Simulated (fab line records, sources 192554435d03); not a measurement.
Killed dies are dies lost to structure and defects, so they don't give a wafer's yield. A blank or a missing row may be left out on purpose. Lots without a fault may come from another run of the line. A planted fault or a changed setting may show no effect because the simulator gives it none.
Split-lot experiment | flow n5_finfet | 7 lots, 21 wafers read, on a route of 1938 steps

THE SPLIT
At N5_BEOL_M14_SPUTTER_44 (material Ta, target thk 15 nm, time 24.19 s), the setting power_w was moved away from the recipe's 15000 W on 2 of the 21 wafers read, by -8.7% to +5.1%. The other wafers ran this setting at the recipe's value.

The reading is taken at the split's own step.

THE READING
Ta_of_BEOL_M14_SPUTTER_44.thk_nm (the simulator's own value, which no gauge read), in nm, at N5_BEOL_M14_SPUTTER_44 (material Ta, target thk 15 nm, time 24.19 s). The file gives no usual value for it. The 19 wafers here that ran the recipe average 15.1 nm, standard deviation 0.27 nm.

wafer  | tool, chamber at the split | power_w as run, W | against the recipe | Ta_of_BEOL_M14_SPUTTER_44.thk_nm, nm | against lot-mates on the recipe
L074.1 | pvd_sputter-01, -          | 15000             | recipe             | 15                                   | -
L074.6 | pvd_sputter-01, -          | 15000             | recipe             | 15                                   | -
L074.4 | pvd_sputter-01, -          | 15000             | recipe             | 15.2                                 | -
L077.1 | pvd_sputter-02, -          | 15770             | +5.1%              | 16                                   | +0.8
L077.3 | pvd_sputter-02, -          | 15000             | recipe             | 15.2                                 | -
L077.5 | pvd_sputter-02, -          | 15000             | recipe             | 15.2                                 | -
L079.1 | pvd_sputter-01, -          | 15000             | recipe             | 15.4                                 | -
L079.4 | pvd_sputter-01, -          | 15000             | recipe             | 15.4                                 | -
L079.3 | pvd_sputter-01, -          | 15000             | recipe             | 15.6                                 | -
L081.1 | pvd_sputter-01, -          | 15000             | recipe             | 15.4                                 | -
L081.3 | pvd_sputter-01, -          | 15000             | recipe             | 15                                   | -
L081.6 | pvd_sputter-01, -          | 15000             | recipe             | 15                                   | -
L087.1 | pvd_sputter-02, -          | 15000             | recipe             | 15                                   | -
L087.2 | pvd_sputter-02, -          | 15000             | recipe             | 14.6                                 | -
L087.3 | pvd_sputter-02, -          | 15000             | recipe             | 14.8                                 | -
L088.2 | pvd_sputter-01, -          | 15000             | recipe             | 15                                   | -
L088.3 | pvd_sputter-01, -          | 15000             | recipe             | 14.6                                 | -
L088.6 | pvd_sputter-01, -          | 15000             | recipe             | 14.8                                 | -
L092.1 | pvd_sputter-02, -          | 13700             | -8.7%              | 13.8                                 | -1.5
L092.5 | pvd_sputter-02, -          | 15000             | recipe             | 15.4                                 | -
L092.6 | pvd_sputter-02, -          | 15000             | recipe             | 15.2                                 | -

THE FIT
A straight line over all 21 wafers: Ta_of_BEOL_M14_SPUTTER_44.thk_nm changes by +0.157 nm for each +1% of power_w; r = +0.80; the points scatter about the line by 0.27 nm.
The same after taking each lot's own level away (the mean of its wafers on the recipe; 21 wafers): +0.168 nm for each +1%; r = +0.94; scatter 0.13 nm.
On that fit, the largest move of power_w shifts the reading by 1.5 nm.
The lots' own levels span 14.80 to 15.47 nm, that is 2.5 times the standard deviation above.
So the lot-to-lot level blurs the effect unless lot-mates are compared.
Check: with one of the wafers moved furthest among these (-8.7%) left out of the fit, the line predicts -1.35 nm for it against its lot-mates. It came out at -1.5 nm against them.

OTHER SPLITS ON THESE WAFERS
These wafers also went through other splits before the reading. Each is held against what the fit with the lots' levels taken away leaves over:
other split on the same wafers    | wafers away from the commonest value | r with Ta_of_BEOL_M14_SPUTTER_44.thk_nm (lot level and that fit taken away)
N5_BEOL_M11_EXPOSE_08 dose_mj     | 5                                    | -0.06
N5_BEOL_M11_ETCH_66 time_s        | 4                                    | +0.08
N5_BEOL_M11_TRENCH_ETCH_37 bias_w | 7                                    | -0.01
N5_BEOL_M13_ETCH_68 time_s        | 11                                   | +0.11

THE FILE'S OWN FIT
Ta_of_BEOL_M14_SPUTTER_44.thk_nm changes by +0.169 nm for each +1% of power_w, r = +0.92.
